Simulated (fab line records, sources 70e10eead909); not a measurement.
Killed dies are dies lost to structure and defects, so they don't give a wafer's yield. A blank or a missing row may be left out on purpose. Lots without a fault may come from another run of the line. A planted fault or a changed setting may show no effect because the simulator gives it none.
Which tool did it? | flow nand_harc | 12 lots, 36 wafers sampled, at 3 steps of a route of 1302

WHAT THE GAUGES READ, wafer by wafer
NHARC_A_BLC_INSPECT_12.
lot  | measured     | on                | raw_defect_count
L076 | day 22 23:34 | defect_inspect-01 | 116 124 121
L078 | day 23 11:47 | defect_inspect-02 | 117 113 136
L079 | day 23 20:36 | defect_inspect-01 | 104 114 102
L080 | day 24 15:16 | defect_inspect-02 | 68 73 67
L082 | day 26 00:16 | defect_inspect-01 | 122 86 109
L085 | day 26 13:53 | defect_inspect-02 | 149 134 130
L086 | day 27 18:52 | defect_inspect-02 | 80 81 63
L091 | day 28 16:26 | defect_inspect-02 | 33 33 31
L089 | day 29 00:29 | defect_inspect-02 | 77 89 77
L093 | day 30 17:23 | defect_inspect-01 | 76 87 81
L094 | day 30 22:31 | defect_inspect-01 | 122 140 114
L097 | day 33 03:16 | defect_inspect-02 | 105 87 91

WHICH TOOL RAN EACH LOT (tool, then ch and the chambers of the sampled wafers, then the start)
lot  | NHARC_A_CONTACT_ETCH_137             | NHARC_A_CONTACT_CMP_20
L076 | har_cap_etch-02 ch 0,1, day 22 19:16 | cmp-02 ch 0,1,2, day 22 22:41
L078 | har_cap_etch-02 ch 0,1, day 23 07:34 | cmp-02 ch 2,3, day 23 10:52
L079 | har_cap_etch-01 ch 0, day 23 16:22   | cmp-04 ch 1,2, day 23 19:43
L080 | har_cap_etch-02 ch 1, day 24 10:54   | cmp-02 ch 0,1, day 24 14:13
L082 | har_cap_etch-03 ch 0, day 25 15:41   | cmp-01 ch 0,1,3, day 25 19:22
L085 | har_cap_etch-03 ch 0,1, day 26 08:27 | cmp-02 ch 0,1, day 26 12:52
L086 | har_cap_etch-01 ch 0,1, day 27 14:28 | cmp-01 ch 0,1, day 27 17:50
L091 | har_cap_etch-03 ch 0,1, day 28 12:04 | cmp-04 ch 0,1, day 28 15:25
L089 | har_cap_etch-03 ch 0,1, day 28 17:25 | cmp-02 ch 0,1,3, day 28 23:35
L093 | har_cap_etch-02 ch 0,1, day 30 12:56 | cmp-02 ch 0,3, day 30 16:20
L094 | har_cap_etch-02 ch 0,1, day 30 18:08 | cmp-01 ch 1,3, day 30 21:29
L097 | har_cap_etch-01 ch 0,1, day 32 22:34 | cmp-04 ch 0,2,3, day 33 02:22
- NHARC_A_CONTACT_ETCH_137: etches the open film in C4F8/O2/Ar, time 311 s, target depth 1912 nm.
- NHARC_A_CONTACT_CMP_20: polishes, t overpolish 30 s, target thk 300 nm.

THE ANSWER, worked out from the rows above alone
Rule: what is usual is taken from the lots themselves. Put in order of their means at a reading, lots are off if they are a third of the lots or fewer, leave a main group of 4 or more, and stand apart from it by a gap of 3 or more times the standard deviation of the main group's means; of several such gaps the widest counts. A main group whose means are all the same, to the digits that the tables above print for the reading, isn't used. A lot without any number at a reading at which 4 lots or more have one is off too. The other lots that the step has rows for count as sound.
No lot is off at any reading shown: from this, nothing can be told.

WHAT THE SIMULATOR HAD PUT IN
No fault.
